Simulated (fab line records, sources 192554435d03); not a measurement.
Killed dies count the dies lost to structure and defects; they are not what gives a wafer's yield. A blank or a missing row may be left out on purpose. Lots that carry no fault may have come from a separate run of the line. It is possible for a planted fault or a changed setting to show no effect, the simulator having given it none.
Comparing a struck lot with a sound one / flow n5 finfet / 35 out of 1938 route steps
Sound: these wafers, L842.2, L842.4, L842.5. The struck wafers were L838.3, L838.4, L838.5. The cause comes at the end.
Order at every step that has rows: each side's tool, ch and its chambers, its first start. Under that, the readings that differ: sound wafers / struck wafers / difference of the means / sigmas: that difference in standard deviations of wafers without a fault.
alike: readings whose means differ by less than 2 such deviations, and words and numbers that are the same on both sides. not compared: withheld readings, readings that some wafer has no value for, bounds like >300 that may hide the same value, and numbers for which the record gives no deviation and whose values overlap.
A row with sigmas, a row that says differs or no value, or rows on one side alone: a step with any of these is where the two part. When numbers do not overlap yet have no deviation, they are printed without sigmas and do not part them. A reading missing from all wafers of one side parts the sides only when that side holds two or more wafers.

first, 2 steps without rows for these wafers: N5_BEOL_M1_ETCH_41 (etches SiCN in CH3F/O2, target depth 31.9 nm, time 57.8 s); N5_BEOL_M1_STRIP_97 (strips in N2/H2, time 10 s).
N5_BEOL_M1_OCD_MEAS_38:
  sound on ocd-02 at day 10 09:44; struck on ocd-01 at day 9 12:28
  alike: trench depth nm
then, 4 steps without rows for these wafers: N5_BEOL_M1_HM_STRIP_39 (strips TiN in peroxide tin strip, target depth 25 nm, time 158 s); N5_BEOL_M1_SRD_40 (time 30 s); N5_BEOL_M1_PRECLEAN_42 (cleans in residue remover, time 60 s); N5_BEOL_M1_SRD_43 (time 30 s).
N5_BEOL_M1_CD_MEAS_35: target cd 18 nm, target cd y 21 nm.
  sound on cd sem-03 at day 10 09:53; struck on cd sem-02 at day 9 12:38
  alike: cd nm
N5_BEOL_M1_DEGAS_44: time 60 s.
  sound on pvd sputter-02 at day 10 10:11; struck on pvd sputter-01 at day 9 12:40
  alike: heater power w
N5_BEOL_M1_PRE_CLEAN_45: time 30 s.
  sound on pvd sputter-02 at day 10 10:14; struck on pvd sputter-01 at day 9 12:43
  alike: heater power w
N5_BEOL_M1_ALD_84: deposits TaN, pulse time 2 s, purge time 3 s, co reactant purge time 2 s.
  sound on ald metal-01 ch 0,1,2, day 10 10:19; struck on ald metal-03 ch 0,1,2, day 9 12:56
  alike: heater power w, mfc carrier sccm
then, 1 step without rows for these wafers: N5_BEOL_M1_SURFACE_TREAT_85.
N5_BEOL_M1_CVD_47: deposits Co from CCTBA/H2, target thk 3 nm, time 223.8 s.
  sound on cvd co-01 ch 0,1, day 10 10:52; struck on cvd co-02 ch 0,1,2, day 9 13:14
  no value came back on the struck wafers for chamber pressure Torr (Torr), run length s (s); on the sound wafers chamber pressure Torr (Torr) reads 30.06 30.05 30.13
then, 1 step without rows for these wafers: N5_BEOL_M1_SPUTTER_48 (material Cu, target thk 4.5 nm, time 8.29 s).
N5_BEOL_M1_ANNEAL_49: time 240 s.
  sound on pvd sputter-01 at day 10 11:26; struck on pvd sputter-01 at day 9 13:36
  alike: heater power w
then, 6 steps without rows for these wafers: N5_BEOL_M1_SPUTTER_79 (material Cu, target thk 4.5 nm, time 8.29 s); N5_BEOL_M1_ANNEAL_80 (time 240 s); N5_BEOL_M1_SPUTTER_81 (material Cu, target thk 4.5 nm, time 8.29 s); N5_BEOL_M1_ANNEAL_82 (time 240 s); N5_BEOL_M1_SPUTTER_86 (material Cu, target thk 4.5 nm, time 8.29 s); N5_BEOL_M1_ANNEAL_87 (time 240 s).
N5_BEOL_M1_SPUTTER_88: material Cu, target thk 4.5 nm, time 8.29 s.
  sound on pvd sputter-01 at day 10 12:20; struck on pvd sputter-01 at day 9 14:24
  alike: throttle valve pct
then, 10 steps without rows for these wafers: N5_BEOL_M1_ANNEAL_89 (time 240 s); N5_BEOL_M1_SPUTTER_90 (material Cu, target thk 4.5 nm, time 8.29 s); N5_BEOL_M1_ANNEAL_91 (time 240 s); N5_BEOL_M1_SPUTTER_92 (material Cu, target thk 4.5 nm, time 8.29 s); N5_BEOL_M1_ANNEAL_93 (time 240 s); N5_BEOL_M1_SPUTTER_94 (material Cu, target thk 4.5 nm, time 8.29 s); N5_BEOL_M1_ANNEAL_95 (time 240 s); N5_BEOL_M1_SPUTTER_96 (material Cu, target thk 4.5 nm, time 8.29 s); N5_BEOL_M1_ECD_50 (material Cu, target thk 300 nm); N5_BEOL_M1_ANNEAL_51 (time 90 s).
N5_BEOL_M1_CMP_52: polishes, stops on SiOC, t overpolish 6.8 s, target thk 40 nm.
  sound on cmp-02 ch 0,1,3, day 10 14:08; struck on cmp-03 ch 0,1,2, day 9 15:54
reading=barrier field endpoint s (s); sound=24.2 23.2 23.3; struck=20.8 21.1 20.5; difference=-2.8; sigmas=-5
reading=model.Cu_of_BEOL_M1_ECD_50.thk nm (nm); sound=38 39.6 37.2; struck=41.2 43.6 42.2; difference=+4.1; sigmas=
  alike: motor current A
N5_BEOL_M4_RC_MEAS_101:
  the record has rows for the sound wafers here (prober-01 ch 0, day 11 23:10) and none for the struck ones
-- a jump in the record: the struck wafers' starts before and after are 6 days apart (it breaks off in module BEOL_M4 and resumes in module PASSIVATION, where the first step shown is number 1936 of the route) --
N5_PASSIVATION_PROBE_49:
  sound on prober-01 at day 16 09:01; struck on prober-01 at day 15 17:52
reading=defect limited yield (%); sound=90.3 89.8; struck=0 0 0; difference=-90; sigmas=-64
reading=killed_at_M0_to_M3; sound=37 51; struck=1125 1120 1128; difference=+1080; sigmas=+99 or more
reading=killed dies; sound=114 120; struck=1180 1180 1180; difference=+1063; sigmas=+63
reading=killed on rim; sound=15 21; struck=152 152 152; difference=+134; sigmas=+33
reading=killed open; sound=83 78; struck=54 52 49; difference=-29; sigmas=-2
reading=sort_bin_5_function (%); sound=5.1 6.0; struck=92.1 88.7 88.9; difference=+84.4; sigmas=+92
reading=sort_bin_6_memory (%); sound=4.2 3.6; struck=7.8 11.2 10.8; difference=+6.0; sigmas=+9
reading=sort n pass; sound=1066 1060; struck=0 0 0; difference=-1063; sigmas=-63
reading=sort yield pct (%); sound=90.3 89.8; struck=0 0 0; difference=-90; sigmas=-64
  alike: killed_at_M4_up, killed at contacts, killed at front end, killed at other, killed short

== WHERE THEY PART ==
Earliest at N5_BEOL_M1_CVD_47; latest, in this record, at N5_PASSIVATION_PROBE_49.

WHY: the cause the simulator had injected
Skipped step whole: cvd co-02, from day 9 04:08 on, at N5_BEOL_M1_CVD_47. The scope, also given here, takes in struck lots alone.
